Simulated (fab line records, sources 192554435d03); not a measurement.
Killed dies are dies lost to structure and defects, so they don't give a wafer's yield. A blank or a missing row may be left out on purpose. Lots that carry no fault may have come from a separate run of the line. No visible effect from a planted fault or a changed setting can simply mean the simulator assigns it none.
fab line records	flow n5-finfet
[record] lots = 7	wafers = 21
route steps=1938 shown BEOL_M8@1332 BEOL_M9@1427 BEOL_M10@1488
start-h: hours from the record's opening day to when the first of the lot's shown wafers began	wait-h: hours from the lot's prior step to this one	" as in the row above	L1.1+2: a row that stands for several wafers	- either no value or no given start	* or withheld: withheld	< > ~ a bound
route shown NAME@n: NAME is a module with steps in the file, n the number in the route of the first one	usual: mean and standard deviation over wafers with no fault	same: alike in all rows	chamber/n: place in a boat	sites: per-site readings	_std_site: how widely they spread, as a standard deviation	_edge_site: mean of outer sites minus mean of inner sites	radius-mm: for every site, how far away it sits from the centre of the wafer	mask NAME#n: copy n	behind: the last tool/chamber to shape the wafer	hold: the reason the lot was held/the length of the hold in hours/how it ended	device: the n, p or np transistor that did not switch	end of line: the route-end tests of the same wafers	step lacking rows: just its recipe	killed: dies lost to structure and defects at the first sort, not the wafer's yield	map: shows each die of a wafer: x if killed, . if not, _ if none is there
set.NAME: the setting that was run; set.NAME@STEP: the one run at that earlier step	model.NAME: the simulator's own value behind a step, which no gauge read
one table per step and one row per wafer, for lots whose settings were changed on purpose
[[steps]]
[step N5_BEOL_M8_ILD_DEP_00]
[recipe] material = SiCOH_lowk	target-thk-a = 1797.5	temp-c = 300	precursor = DEMS/porogen	pressure-torr = 5	rf-w = 500	time-s = 33.4
lot.wafer	tool	chamber	start-h	wait-h	set.time-s	model.SiCOH_lowk_of_BEOL_M8_ILD_DEP_00.thk-nm
L077.2	pecvd-04	1	215.77	0.0	33.4	178.6
L077.4	"	1	"	"	33.4	185.2
L077.5	"	1	"	"	33.4	182.8
L076.1	pecvd-04	2	218.51	0.0	31.26	171.6
L076.2	"	1	"	"	33.4	179.8
L076.6	"	2	"	"	31.26	172.2
L081.4	pecvd-01	0	227.96	0.1	33.4	181
L081.5	"	0	"	"	33.4	181.2
L081.6	"	1	"	"	33.4	174.8
L080.2	pecvd-04	2	239.25	0.0	33.4	180.4
L080.5	"	1	"	"	33.4	182.8
L080.6	"	2	"	"	33.4	182.4
L085.2	pecvd-04	0	270.74	0.0	30.31	163.8
L085.3	"	2	"	"	33.4	182.8
L085.5	"	0	"	"	30.31	166.2
L084.1	pecvd-03	0	271.09	0.0	33.4	179.4
L084.4	"	2	"	"	33.4	184.2
L084.5	"	0	"	"	31.78	174.2
L095.1	pecvd-04	2	333.12	0.0	35.66	191.8
L095.2	"	0	"	"	33.4	181.4
L095.5	"	2	"	"	35.66	194.2
[step N5_BEOL_M8_CURE_74]
[recipe] temp-c = 385	time-s = 240	ambient = He/Ar	material = SiCOH_lowk
lot.wafer	tool	chamber	start-h	wait-h	set.time-s@BEOL_M8_ILD_DEP_00	model.SiCOH_lowk_of_BEOL_M8_ILD_DEP_00.thk-nm
L077.2	uv-cure-02	0	215.94	0.1	33.4	154
L077.4	"	0	"	"	33.4	159.8
L077.5	"	0	"	"	33.4	157.8
L076.1	uv-cure-01	1	218.59	0.1	31.26	147.8
L076.2	"	1	"	"	33.4	155.2
L076.6	"	1	"	"	31.26	148.4
L081.4+5	uv-cure-02	2	228.27	0.3	33.4	156.2
L081.6	"	2	"	"	33.4	150.8
L080.2	uv-cure-03	2	239.42	0.1	33.4	155.6
L080.5	"	2	"	"	33.4	157.8
L080.6	"	2	"	"	33.4	157.4
L085.2	uv-cure-02	0	270.97	0.2	30.31	141.2
L085.3	"	0	"	"	33.4	157.8
L085.5	"	0	"	"	30.31	143.2
L084.1	uv-cure-03	1	271.16	0.0	33.4	154.8
L084.4	"	1	"	"	33.4	158.8
L084.5	"	1	"	"	31.78	150.2
L095.1	uv-cure-01	0	333.63	0.5	35.66	165.6
L095.2	"	0	"	"	33.4	156.4
L095.5	"	0	"	"	35.66	167.6
[step N5_BEOL_M8_THK_MEAS_01]
[recipe] reads = SiCOH_lowk_of_BEOL_M8_ILD_DEP_00
[usual] M8_ILD_THK = 155.2/2.6
lot.wafer	tool	chamber	start-h	wait-h	set.time-s@BEOL_M8_ILD_DEP_00	M8_ILD_THK[nm]
L077.2	film-metro-01	-	216.37	0.4	33.4	154.1
L077.4	"	-	"	"	33.4	159.7
L077.5	"	-	"	"	33.4	157.8
L076.1	film-metro-01	-	219.11	0.4	31.26	148.0
L076.2	"	-	"	"	33.4	155.4
L076.6	"	-	"	"	31.26	148.5
L081.4	film-metro-01	-	228.54	0.2	33.4	156.0
L081.5	"	-	"	"	33.4	156.2
L081.6	"	-	"	"	33.4	150.7
L080.2	film-metro-01	-	239.85	0.4	33.4	155.8
L080.5	"	-	"	"	33.4	157.7
L080.6	"	-	"	"	33.4	157.3
L084.1	film-metro-02	-	271.67	0.4	33.4	154.7
L084.4	"	-	"	"	33.4	158.9
L084.5	"	-	"	"	31.78	150.2
L085.2	film-metro-01	-	271.80	0.7	30.31	141.1
L085.3	"	-	"	"	33.4	157.7
L085.5	"	-	"	"	30.31	143.2
L095.1	film-metro-02	-	334.62	0.8	35.66	165.3
L095.2	"	-	"	"	33.4	156.5
L095.5	"	-	"	"	35.66	167.5
[step N5_BEOL_M8_PECVD_70]
[recipe] material = SiO2	target-thk-a = 200	temp-c = 400	precursor = TEOS/O2	pressure-torr = 5.5	rf-w = 450	teos-flow-sccm = 53.8	gas = O2	flow-sccm = 3000	time-s = 22.7
lot.wafer	tool	chamber	start-h	wait-h	set.time-s	model.SiO2_of_BEOL_M8_PECVD_70.thk-nm
L077.2	pecvd-04	2	216.41	0.0	22.7	19.4
L077.4	"	1	"	"	22.7	20
L077.5	"	1	"	"	22.7	20.4
L076.1+2	pecvd-04	2,0	219.14	0.0	26.04	22.6
L076.6	"	0	"	"	22.7	20
L081.4+6	pecvd-03	0,2	228.60	0.1	23.71	21.6
L081.5	"	1	"	"	23.71	21.2
L080.2+5	pecvd-04	1	239.89	0.0	22.7	20.4
L080.6	"	2	"	"	25.44	22.6
L084.1	pecvd-01	0	271.71	0.0	22.7	20
L084.4	"	2	"	"	22.7	20.2
L084.5	"	1	"	"	22.7	20.4
L085.2	pecvd-03	0	271.84	0.0	22.7	20.2
L085.3	"	1	"	"	22.7	20
L085.5	"	0	"	"	20.52	18.6
L095.1+5	pecvd-01	1,2	334.66	0.0	22.7	20.4
L095.2	"	2	"	"	22.7	19.8
[step N5_BEOL_M8_EXPOSE_08]
[recipe] mask-id = M8	na = 1.35	source-shape = dipole	sigma-inner = 0.817	sigma-outer = 0.97	polarization = te	dose-mj = 68.25
lot.wafer	tool	chamber	start-h	wait-h	mask	set.dose-mj
L077.2+4+5	arfi-scanner-02	0	217.35	-	M8#0	68.25
L076.1	arfi-scanner-01	0	220.25	-	M8#0	68.25
L076.2+6	"	0	"	"	M8#0	70.54
L081.4+5+6	arfi-scanner-01	0	229.29	-	M8#0	68.25
L080.2	arfi-scanner-02	0	241.63	-	M8#0	70.9
L080.5+6	"	0	"	"	M8#0	68.25
L084.1	arfi-scanner-02	0	275.61	-	M8#0	68.25
L084.4+5	"	0	"	"	M8#0	72.61
L085.2+3	arfi-scanner-01	0	275.79	-	M8#0	64.81
L085.5	"	0	"	"	M8#0	68.25
L095.1+5	arfi-scanner-03	0	335.35	-	M8#0	63.38
L095.2	"	0	"	"	M8#0	68.25
[step N5_BEOL_M8_PEB_09]
[recipe] peb-temp-c = withheld	peb-time-s = 60	resist = CAR-ArF
[step N5_BEOL_M8_DEVELOP_10]
[recipe] develop-time-s = 30	developer = TMAH	resist = CAR-ArF	rinse-liquid = diw	dry = air-spin	dev-temp-c = 23
[step N5_BEOL_M8_CD_MEAS_11]
[recipe] target-cd-nm = 38.5	landing-energy-ev = 500	detector = se-inlens	polarity = opening
[usual] cd-nm = 38.1/0.81
lot.wafer	tool	chamber	start-h	wait-h	set.dose-mj@BEOL_M8_EXPOSE_08	cd-nm
L077.2	cd-sem-03	0	217.47	-	68.25	39.7
L077.4	"	0	"	"	68.25	38.1
L077.5	"	0	"	"	68.25	39.7
L076.1	cd-sem-01	0	220.38	-	68.25	38.8
L076.2	"	0	"	"	70.54	39.6
L076.6	"	0	"	"	70.54	40.7
L081.4	cd-sem-02	0	229.40	-	68.25	36.7
L081.5	"	0	"	"	68.25	36.6
L081.6	"	0	"	"	68.25	38.1
L080.2	cd-sem-02	0	241.76	-	70.9	39.8
L080.5	"	0	"	"	68.25	37.9
L080.6	"	0	"	"	68.25	38.9
L084.1	cd-sem-03	0	275.74	-	68.25	38.2
L084.4	"	0	"	"	72.61	41.5
L084.5	"	0	"	"	72.61	41.6
L085.2	cd-sem-02	0	275.91	-	64.81	34.8
L085.3	"	0	"	"	64.81	34.9
L085.5	"	0	"	"	68.25	37.7
L095.1	cd-sem-02	0	335.47	-	63.38	34.6
L095.2	"	0	"	"	68.25	39.4
L095.5	"	0	"	"	63.38	35.8
[step N5_BEOL_M8_DESCUM_16]
[recipe] chemistry = O2	time-s = 7.9	source-power-w = 50	bias-power-w = 20	pressure-mtorr = 20	rf-frequency-hz = 2.712e+07	temp-c = 40	resist = CAR-ArF	o2-flow-sccm = 225
[step N5_BEOL_M8_ETCH_61]
[recipe] chemistry = CF4	target = SiARC	target-depth-a = 455	mask-material = CAR-ArF	time-s = 75.8	ion-energy-ev = 80	pressure-mtorr = 40	source-w = 545	bias-w = 36	Ar_flow_sccm = 100	cf4-flow-sccm = 100	ends = cleared
lot.wafer	tool	chamber	start-h	wait-h	set.dose-mj@BEOL_M8_EXPOSE_08	model.BEOL_M8.cd-offset-nm
L077.2	rie-diel-04	3	217.91	0.0	68.25	1.4
L077.4	"	2	"	"	68.25	-0.6
L077.5	"	3	"	"	68.25	1
L076.1	rie-diel-02	1	220.51	0.0	68.25	0.2
L076.2	"	0	"	"	70.54	1.4
L076.6	"	0	"	"	70.54	2.2
L081.4	rie-diel-06	3	229.65	0.0	68.25	-1.2
L081.5	"	0	"	"	68.25	-1.8
L081.6	"	3	"	"	68.25	-0.4
L080.2	rie-diel-06	1	242.28	0.0	70.9	1.6
L080.5	"	0	"	"	68.25	-0.4
L080.6	"	1	"	"	68.25	1
L084.1	rie-diel-06	1	276.33	0.0	68.25	-0.2
L084.4	"	0	"	"	72.61	3.2
L084.5	"	0	"	"	72.61	3.4
L085.2	rie-diel-04	1	276.61	0.0	64.81	-3.4
L085.3	"	2	"	"	64.81	-4
L085.5	"	1	"	"	68.25	-0.6
L095.1	rie-diel-06	1	335.62	0.0	63.38	-4
L095.2	"	2	"	"	68.25	1.2
L095.5	"	0	"	"	63.38	-3
[step N5_BEOL_M8_ETCH_62]
[recipe] chemistry = N2/H2	target = SOC	target-depth-a = 1100	overetch-a = 220	mask-material = SiARC	temp-c = 40	time-s = 165	ion-energy-ev = 200	pressure-mtorr = 30	source-w = 840	bias-w = 150	n2-flow-sccm = 200	h2-flow-sccm = 200
[usual] rf-vpp-V = 522.5/1.9
lot.wafer	tool	chamber	start-h	wait-h	set.bias-w	rf-vpp-V
L077.2	rie-diel-04	3	217.97	0.0	150	521.2
L077.4	"	2	"	"	150	522.7
L077.5	"	3	"	"	150	521.6
L076.1	rie-diel-02	1	220.56	0.0	150	520.8
L076.2	"	0	"	"	150	525.5
L076.6	"	0	"	"	150	527.5
L081.4	rie-diel-06	3	229.71	0.0	172.9	570.2
L081.5	"	0	"	"	150	523.3
L081.6	"	3	"	"	150	521.8
L080.2	rie-diel-06	1	242.34	0.0	150	521.4
L080.5	"	0	"	"	150	522.7
L080.6	"	1	"	"	150	521.3
L084.1	rie-diel-06	1	276.38	0.0	150	520.7
L084.4	"	0	"	"	168.3	562.3
L084.5	"	0	"	"	150	523.3
L085.2	rie-diel-04	1	276.67	0.0	159.2	542.1
L085.3	"	2	"	"	150	523.5
L085.5	"	1	"	"	150	521.6
L095.1	rie-diel-06	1	335.68	0.0	150	520.5
L095.2	"	2	"	"	150	523.2
L095.5	"	0	"	"	150	524.1
[step N5_BEOL_M8_STRIP_68]
[recipe] chemistry = N2/H2	temp-c = 40	n2-flow-sccm = 200	h2-flow-sccm = 200	rf-frequency-hz = 6e+07
[step N5_BEOL_M8_STRIP_67]
[recipe] chemistry = CF4	resist = SiARC	power-w = 300	bias-power-w = 75	pressure-mtorr = 50	cf4-flow-sccm = 150	rf-frequency-hz = 6e+07
[step N5_BEOL_M8_HM_OPEN_17]
[recipe] chemistry = Cl2/BCl3	target-depth-a = 200	overetch-a = 60	target = TiN	mask-material = SOC	ion-energy-ev = 150	pressure-mtorr = 10	icp-w = 1000	bias-w = 126	Cl2_flow_sccm = 53.25	bcl3-flow-sccm = 21.75	Ar_flow_sccm = 25
[step N5_BEOL_M8_STRIP_19]
[recipe] chemistry = O2	power-w = 400	temp-c = 40	pressure-mtorr = 30	rf-frequency-hz = 6e+07	bias-power-w = 0	overash-fraction = 0.2	o2-flow-sccm = 225
[step N5_BEOL_M8_CD_MEAS_18]
[recipe] pitch-nm = 80	target-cd-nm = 40
[usual] cd-nm = 39.8/0.97
lot.wafer	tool	chamber	start-h	wait-h	set.dose-mj@BEOL_M8_EXPOSE_08	cd-nm
L077.2	cd-sem-02	-	218.34	0.1	68.25	42.0
L077.4	"	-	"	"	68.25	39.5
L077.5	"	-	"	"	68.25	41.4
L076.1	cd-sem-03	-	220.93	0.0	68.25	40.1
L076.2	"	-	"	"	70.54	40.8
L076.6	"	-	"	"	70.54	41.6
L081.4	cd-sem-02	-	230.08	0.1	68.25	38.5
L081.5	"	-	"	"	68.25	38.5
L081.6	"	-	"	"	68.25	39.2
L080.2	cd-sem-03	-	242.81	0.1	70.9	41.8
L080.5	"	-	"	"	68.25	40.1
L080.6	"	-	"	"	68.25	41.0
L084.1	cd-sem-01	-	276.88	0.0	68.25	39.9
L084.4	"	-	"	"	72.61	44.0
L084.5	"	-	"	"	72.61	44.1
L085.2	cd-sem-02	-	277.06	0.1	64.81	36.3
L085.3	"	-	"	"	64.81	35.8
L085.5	"	-	"	"	68.25	39.4
L095.1	cd-sem-03	-	336.05	0.0	63.38	36.3
L095.2	"	-	"	"	68.25	40.7
L095.5	"	-	"	"	63.38	37.4
[step N5_BEOL_M8_COAT_63]
[recipe] resist = SOC	temp-c = 250	time-s = 60	spin-rpm = 1500	resist-thk-nm = 60
[step N5_BEOL_M8_COAT_64]
[recipe] resist = SiARC	temp-c = 220	time-s = 60	spin-rpm = 1500	resist-thk-nm = 12
[step N5_BEOL_M8_STRIP_80]
[recipe] chemistry = N2/H2	time-s = 10	power-w = 450	temp-c = 40	pressure-mtorr = 20	rf-frequency-hz = 6e+07	bias-power-w = 7	n2-flow-sccm = 200	h2-flow-sccm = 200
[step N5_BEOL_M8_HM_STRIP_39]
[recipe] chemistry = peroxide-tin-strip	material = TiN	target-depth-a = 250	temp-c = 50	time-s = 158
lot.wafer	tool	chamber	start-h	wait-h	set.time-s@BEOL_M8_PECVD_70	model.SiO2_of_BEOL_M8_PECVD_70.thk-nm
L077.2	wet-bench-02	2	219.55	0.0	22.7	19.2
L077.4	"	4	"	"	22.7	19.8
L077.5	"	7	"	"	22.7	20.2
L076.1	wet-bench-06	3	225.01	0.0	26.04	22.4
L076.2	"	0	"	"	26.04	22.6
L076.6	"	1	"	"	22.7	19.8
L081.4+6	wet-bench-04	6,3	231.54	0.0	23.71	21.4
L081.5	"	4	"	"	23.71	21.2
L080.2+5	wet-bench-02	2,5	245.23	0.0	22.7	20.2
L080.6	"	1	"	"	25.44	22.4
L084.1	wet-bench-06	1	280.45	0.0	22.7	19.8
L084.4	"	4	"	"	22.7	20
L084.5	"	5	"	"	22.7	20.2
L085.2	wet-bench-02	7	280.98	0.0	22.7	20
L085.3	"	6	"	"	22.7	19.8
L085.5	"	5	"	"	20.52	18.4
L095.1+5	wet-bench-06	3,4	337.77	0.0	22.7	20.4
L095.2	"	5	"	"	22.7	19.8
[step N5_BEOL_M8_SRD_40]
[recipe] time-s = 30	temp-c = 23	rinse-liquid = diw	dry = ipa-marangoni
[step N5_BEOL_M8_PRECLEAN_42]
[recipe] chemistry = residue-remover	time-s = 60	temp-c = 40
[step N5_BEOL_M8_SRD_43]
[recipe] time-s = 30	temp-c = 23	rinse-liquid = diw	dry = ipa-marangoni
[step N5_BEOL_M8_CD_MEAS_35]
[recipe] target-cd-nm = 40	polarity = opening
[usual] cd-nm = 39.8/0.98
lot.wafer	tool	chamber	start-h	wait-h	set.dose-mj@BEOL_M8_EXPOSE_08	cd-nm
L077.2	cd-sem-01	-	219.67	0.0	68.25	42.1
L077.4	"	-	"	"	68.25	39.5
L077.5	"	-	"	"	68.25	41.8
L076.1	cd-sem-03	-	225.13	0.0	68.25	40.0
L076.2	"	-	"	"	70.54	40.5
L076.6	"	-	"	"	70.54	41.6
L081.4	cd-sem-03	-	231.67	0.0	68.25	38.4
L081.5	"	-	"	"	68.25	38.6
L081.6	"	-	"	"	68.25	39.6
L080.2	cd-sem-02	-	245.35	0.0	70.9	41.6
L080.5	"	-	"	"	68.25	39.9
L080.6	"	-	"	"	68.25	40.8
L084.1	cd-sem-03	-	280.57	0.0	68.25	39.7
L084.4	"	-	"	"	72.61	44.2
L084.5	"	-	"	"	72.61	44.0
L085.2	cd-sem-01	-	281.11	0.0	64.81	36.2
L085.3	"	-	"	"	64.81	36.1
L085.5	"	-	"	"	68.25	39.4
L095.1	cd-sem-02	-	337.89	0.0	63.38	36.0
L095.2	"	-	"	"	68.25	41.0
L095.5	"	-	"	"	63.38	37.5
[step N5_BEOL_M9_COAT_75]
[recipe] resist = underlayer	temp-c = 205	time-s = 60	spin-rpm = 1500	resist-thk-nm = 5
lot.wafer	tool	chamber	start-h	wait-h	set.spin-rpm
L077.2+4+5	litho-track-05	0	-	-	1500
L076.1+2+6	litho-track-03	0	-	-	1500
L081.4+6	litho-track-03	0	-	-	1500
L081.5	"	0	"	"	1395
L080.2	litho-track-03	0	-	-	1500
L080.5+6	"	0	"	"	1450
L084.1+5	litho-track-03	0	-	-	1500
L084.4	"	0	"	"	1441
L085.2	litho-track-02	0	-	-	1500
L085.3+5	"	0	"	"	1348
L095.1+2	litho-track-02	0	-	-	1500
L095.5	"	0	"	"	1368
[step N5_BEOL_M9_EXPOSE_25]
[recipe] mask-id = V8	na = 0.33	source-shape = annular	sigma-inner = 0.4	sigma-outer = 0.8	polarization = unpolarized	dose-mj = 37.25
lot.wafer	tool	chamber	start-h	wait-h	mask	set.dose-mj
L077.2+4+5	euv-scanner-02	0	226.89	-	V8#0	37.25
L076.1+2	euv-scanner-02	0	230.77	-	V8#0	37.25
L076.6	"	0	"	"	V8#0	36.26
L081.4+5+6	euv-scanner-01	0	240.48	-	V8#0	37.25
L080.2+5	euv-scanner-02	0	252.27	-	V8#0	37.25
L080.6	"	0	"	"	V8#0	35.85
L084.1	euv-scanner-02	0	285.49	-	V8#0	37.25
L084.4+5	"	0	"	"	V8#0	35.45
L085.2+3+5	euv-scanner-02	0	290.69	-	V8#0	37.25
L095.1+2	euv-scanner-01	0	348.17	-	V8#0	37.25
L095.5	"	0	"	"	V8#0	38.57
[step N5_BEOL_M9_PEB_26]
[recipe] peb-temp-c = 100	peb-time-s = 60	resist = CAR-EUV
[step N5_BEOL_M9_DEVELOP_27]
[recipe] develop-time-s = 30	developer = TMAH	resist = CAR-EUV	rinse-liquid = surfactant-rinse	dry = air-spin	dev-temp-c = 23
[step N5_BEOL_M9_DESCUM_33]
[recipe] chemistry = O2	time-s = 7	source-power-w = 50	bias-power-w = 20	pressure-mtorr = 20	rf-frequency-hz = 2.712e+07	temp-c = 40	resist = CAR-EUV	o2-flow-sccm = 225
[step N5_BEOL_M9_ETCH_76]
[recipe] chemistry = N2/H2	target = underlayer	target-depth-a = 65	mask-material = CAR-EUV	time-s = 5.2	ion-energy-ev = 200	pressure-mtorr = 30	source-w = 840	bias-w = 150	n2-flow-sccm = 200	h2-flow-sccm = 200	ends = cleared
lot.wafer	tool	chamber	start-h	wait-h	set.spin-rpm@BEOL_M9_COAT_75	model.etch.depth-nm
L077.2	rie-diel-01	1	227.36	0.0	1500	4.986
L077.4	"	3	"	"	1500	4.997
L077.5	"	2	"	"	1500	4.999
L076.1	rie-diel-03	1	231.06	0.0	1500	5.004
L076.2	"	3	"	"	1500	4.986
L076.6	"	3	"	"	1500	5.012
L081.4	rie-diel-03	1	240.75	0.0	1500	5.008
L081.5	"	0	"	"	1395	5.19
L081.6	"	1	"	"	1500	4.995
L080.2	rie-diel-05	1	252.55	0.0	1500	5.015
L080.5	"	3	"	"	1450	5.08
L080.6	"	0	"	"	1450	5.074
L084.1	rie-diel-03	0	285.78	0.0	1500	5.004
L084.4	"	2	"	"	1441	5.126
L084.5	"	1	"	"	1500	4.998
L085.2	rie-diel-05	1	290.97	0.0	1500	4.999
L085.3	"	2	"	"	1348	5.274
L085.5	"	0	"	"	1348	5.285
L095.1	rie-diel-03	3	348.46	0.0	1500	4.994
L095.2	"	1	"	"	1500	4.99
L095.5	"	3	"	"	1368	5.243
[step N5_BEOL_M10_ETCH_62]
[recipe] chemistry = N2/H2	target = SOC	target-depth-a = 1100	overetch-a = 220	mask-material = SiARC	temp-c = 40	time-s = 165	ion-energy-ev = 200	pressure-mtorr = 30	source-w = 840	bias-w = 150	n2-flow-sccm = 200	h2-flow-sccm = 200
lot.wafer	tool	chamber	start-h	wait-h	set.time-s
L077.2+4+5	rie-diel-02	3,2,3	232.75	0.0	165
L076.1+6	rie-diel-02	2,1	236.27	0.0	165
L076.2	"	1	"	"	201
L081.4+5	rie-diel-02	1,2	246.51	0.1	165
L081.6	"	3	"	"	149.3
L080.2	rie-diel-06	2	258.08	0.0	174.4
L080.5+6	"	2,1	"	"	165
L084.1+4	rie-diel-04	2,1	292.58	0.0	165
L084.5	"	2	"	"	183.9
L085.2+3+5	rie-diel-02	0,1,1	295.92	0.0	165
L095.1+5	rie-diel-04	2,0	354.16	0.0	165
L095.2	"	1	"	"	193.5
[step N5_BEOL_M10_STRIP_68]
[recipe] chemistry = N2/H2	temp-c = 40	n2-flow-sccm = 200	h2-flow-sccm = 200	rf-frequency-hz = 6e+07
[step N5_BEOL_M10_STRIP_67]
[recipe] chemistry = CF4	resist = SiARC	power-w = 300	bias-power-w = 75	pressure-mtorr = 50	cf4-flow-sccm = 150	rf-frequency-hz = 6e+07
[step N5_BEOL_M10_HM_OPEN_17]
[recipe] chemistry = Cl2/BCl3	target-depth-a = 200	overetch-a = 60	target = TiN	mask-material = SOC	ion-energy-ev = 150	pressure-mtorr = 10	icp-w = 1000	bias-w = 126	Cl2_flow_sccm = 53.25	bcl3-flow-sccm = 21.75	Ar_flow_sccm = 25
lot.wafer	tool	chamber	start-h	wait-h	set.time-s@BEOL_M10_ETCH_62	model.etch.depth-nm
L077.2	rie-metal-03	1	232.95	0.0	165	19.99
L077.4	"	1	"	"	165	20.07
L077.5	"	0	"	"	165	19.79
L076.1	rie-metal-03	1	236.46	0.0	165	19.85
L076.2	"	0	"	"	201	16.77
L076.6	"	0	"	"	165	19.95
L081.4	rie-metal-01	0	246.66	0.1	165	20.12
L081.5	"	1	"	"	165	19.93
L081.6	"	0	"	"	149.3	20.09
L080.2	rie-metal-03	0	258.33	0.1	174.4	19.08
L080.5	"	0	"	"	165	20.04
L080.6	"	0	"	"	165	19.78
L084.1	rie-metal-03	0	292.77	0.0	165	19.88
L084.4	"	0	"	"	165	19.47
L084.5	"	1	"	"	183.9	17.68
L085.2	rie-metal-01	1	296.11	0.0	165	19.57
L085.3	"	1	"	"	165	19.92
L085.5	"	1	"	"	165	19.87
L095.1	rie-metal-02	0	354.35	0.0	165	19.69
L095.2	"	1	"	"	193.5	17.18
L095.5	"	0	"	"	165	19.8
[[key]]
[split] step = N5_BEOL_M8_ILD_DEP_00	setting = time-s	stated = 33.4	by = wafer
[response] step = N5_BEOL_M8_ILD_DEP_00	reading = model.SiCOH_lowk_of_BEOL_M8_ILD_DEP_00.thk-nm	change = +1.69	per = 1%	r = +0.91
[response] step = N5_BEOL_M8_CURE_74	reading = model.SiCOH_lowk_of_BEOL_M8_ILD_DEP_00.thk-nm	change = +1.48	per = 1%	r = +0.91
[response] step = N5_BEOL_M8_THK_MEAS_01	reading = M8_ILD_THK	change = +1.47	per = 1%	r = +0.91
[split] step = N5_BEOL_M8_PECVD_70	setting = time-s	stated = 22.7	by = wafer
[response] step = N5_BEOL_M8_PECVD_70	reading = model.SiO2_of_BEOL_M8_PECVD_70.thk-nm	change = +0.174	per = 1%	r = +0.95
[response] step = N5_BEOL_M8_HM_STRIP_39	reading = model.SiO2_of_BEOL_M8_PECVD_70.thk-nm	change = +0.178	per = 1%	r = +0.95
[split] step = N5_BEOL_M8_EXPOSE_08	setting = dose-mj	stated = 68.25	by = wafer
[response] step = N5_BEOL_M8_CD_MEAS_11	reading = cd-nm	change = +0.525	per = 1%	r = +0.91
[response] step = N5_BEOL_M8_ETCH_61	reading = model.BEOL_M8.cd-offset-nm	change = +0.571	per = 1%	r = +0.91
[response] step = N5_BEOL_M8_CD_MEAS_18	reading = cd-nm	change = +0.556	per = 1%	r = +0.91
[response] step = N5_BEOL_M8_CD_MEAS_35	reading = cd-nm	change = +0.584	per = 1%	r = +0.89
[split] step = N5_BEOL_M8_ETCH_62	setting = bias-w	stated = 150	by = wafer
[response] step = N5_BEOL_M8_ETCH_62	reading = rf-vpp-V	change = +3.19	per = 1%	r = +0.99
[split] step = N5_BEOL_M9_COAT_75	setting = spin-rpm	stated = 1500	by = wafer
[response] step = N5_BEOL_M9_ETCH_76	reading = model.etch.depth-nm	change = -0.0277	per = 1%	r = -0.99
[split] step = N5_BEOL_M9_EXPOSE_25	setting = dose-mj	stated = 37.25	by = wafer
response none clear
[split] step = N5_BEOL_M10_ETCH_62	setting = time-s	stated = 165	by = wafer
[response] step = N5_BEOL_M10_HM_OPEN_17	reading = model.etch.depth-nm	shape = bent	at-lowest = 20.09	at-stated = 19.86	at-highest = 16.77
